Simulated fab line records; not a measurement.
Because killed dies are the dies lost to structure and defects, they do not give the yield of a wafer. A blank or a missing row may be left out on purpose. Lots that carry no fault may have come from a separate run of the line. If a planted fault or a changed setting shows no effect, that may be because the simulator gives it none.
Struck lot and sound lot, side by side | flow n5 finfet | 21 out of 1938 route steps
Sound: wafers L429.3, L429.5, L429.6. Wafers struck: L423.2, L423.4, L423.5. At the end, the cause is stated.
Order at every step that has rows: each side's tool, ch and its chambers, its first start. Under that, the readings that differ: sound wafers | struck wafers | difference of the means | sigmas: that difference in standard deviations of wafers without a fault.
alike: readings with means less than 2 such deviations apart, plus words and numbers identical on both sides. not compared: withheld readings, readings lacking a value on some wafer, bounds such as >300 that could conceal the same value, and numbers that have no deviation in the record and whose values overlap.
Wherever a step has rows on one side only, a row that says differs or no value, or a row with sigmas, the two part there. Non-overlapping numbers with no deviation appear without sigmas and do not part them. A reading missing from all wafers of one side parts the sides only when that side holds two or more wafers.

first, 8 steps without rows for these wafers: N5_BEOL_M13_DESCUM_15 (chemistry O2, time 7.9 s); N5_BEOL_M13_ETCH_59 (etches BARC in N2/H2, target depth 89 nm, overetch 26.7 nm, time 67.9 s); N5_BEOL_M13_VIA_ETCH_16 (etches SiOC in C4F8/O2/Ar, target depth 921.7 nm); N5_BEOL_M13_STRIP_63 (strips in N2/H2); N5_BEOL_M13_STRIP_64 (strips in N2/H2); N5_BEOL_M13_STRIP_71 (strips in post etch residue remover, time 60 s); N5_BEOL_M13_SRD_72 (time 30 s, dry time 30 s); N5_BEOL_M13_COAT_65 (time 60 s, resist thk 350 nm).
N5_BEOL_M13_COAT_66: time 60 s, resist thk 110 nm.
  sound on litho track-03 ch 0, day 18 07:02; struck on litho track-05 ch 0, day 16 09:56
  reading                                     | sound                | struck               | difference | sigmas
  spin speed rpm (rpm)                        | 1501.1 1500.6 1499.9 | 1673.2 1673.5 1672.8 | +172.6     | +99 or more
  model.SiARC_of_BEOL_M13_COAT_66.thk nm (nm) | 110.6 110.8 110.8    | 104.2 104 104        | -6.7       |
  alike: exhaust pa
then, 8 steps without rows for these wafers: N5_BEOL_M13_COAT_22 (resist thk 300 nm); N5_BEOL_M13_EBR_24; N5_BEOL_M13_SOFTBAKE_23 (time 60 s); N5_BEOL_M13_EXPOSE_25 (exposes mask M13, target cd 210 nm); N5_BEOL_M13_PEB_26 (peb time 90 s); N5_BEOL_M13_DEVELOP_27 (develop time 45 s); N5_BEOL_M13_HARDBAKE_32 (time 120 s); N5_BEOL_M13_DESCUM_33 (chemistry O2, time 7.9 s).
N5_BEOL_M13_ETCH_67: etches SiARC in CF4, target depth 143 nm, time 238.3 s.
  sound on rie diel-06 ch 0,3, day 18 07:27; struck on rie diel-06 ch 1,2,3, day 16 10:25
  reading                                    | sound             | struck            | difference | sigmas
  model.etch.depth nm (nm)                   | 110.6 110.9 110.8 | 104.1 104.1 103.9 | -6.7       |
  model.coat_of_BEOL_M13_COAT_22.thk nm (nm) | 211.2 211.2 211.4 | 215.2 213.8 215.8 | +3.7       |
  alike: drypump motor current A, etch rf on time s, mfc ar sccm, oes product au, rf vpp V, showerhead plenum p Torr, throttle valve pct
  not compared: rf hours counter h
N5_BEOL_M13_ETCH_68: etches SOC in N2/H2, time 355 s.
  sound on rie diel-06 ch 0,3, day 18 07:35; struck on rie diel-06 ch 1,2,3, day 16 10:34
  reading                                     | sound        | struck     | difference | sigmas
  model.SiARC_of_BEOL_M13_COAT_66.thk nm (nm) | 75.8 76 78.4 | 71.2 72 71 | -5.3       |
  alike: drypump motor current A, oes product au, rf vpp V, showerhead plenum p Torr, throttle valve pct
  not compared: rf hours counter h
then, 1 step without rows for these wafers: N5_BEOL_M13_STRIP_69 (strips in N2/H2).
N5_PASSIVATION_PROBE_49:
  sound on prober-01 at day 19 16:16; struck on prober-02 at day 18 05:36
  reading              | sound    | struck   | difference | sigmas
  killed at contacts   | 14 34 14 | 13 4 6   | -13        | -2
  sort_bin_8_speed (%) | 0 0 0    | 2.12 0 0 | +0.71      | +3
  alike: defect limited yield, killed_at_M0_to_M3, killed_at_M4_up, killed at front end, killed at other, killed dies, killed open, killed short, sort_bin_4_leakage, sort_bin_5_function, sort_bin_6_memory, sort n pass, sort yield pct

## WHERE THEY PART
Earliest at N5_BEOL_M13_COAT_66; latest, in this record, at N5_PASSIVATION_PROBE_49.

WHY: the cause the simulator had injected
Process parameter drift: litho track-05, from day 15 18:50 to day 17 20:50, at N5_BEOL_M13_COAT_66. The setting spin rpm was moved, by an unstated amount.
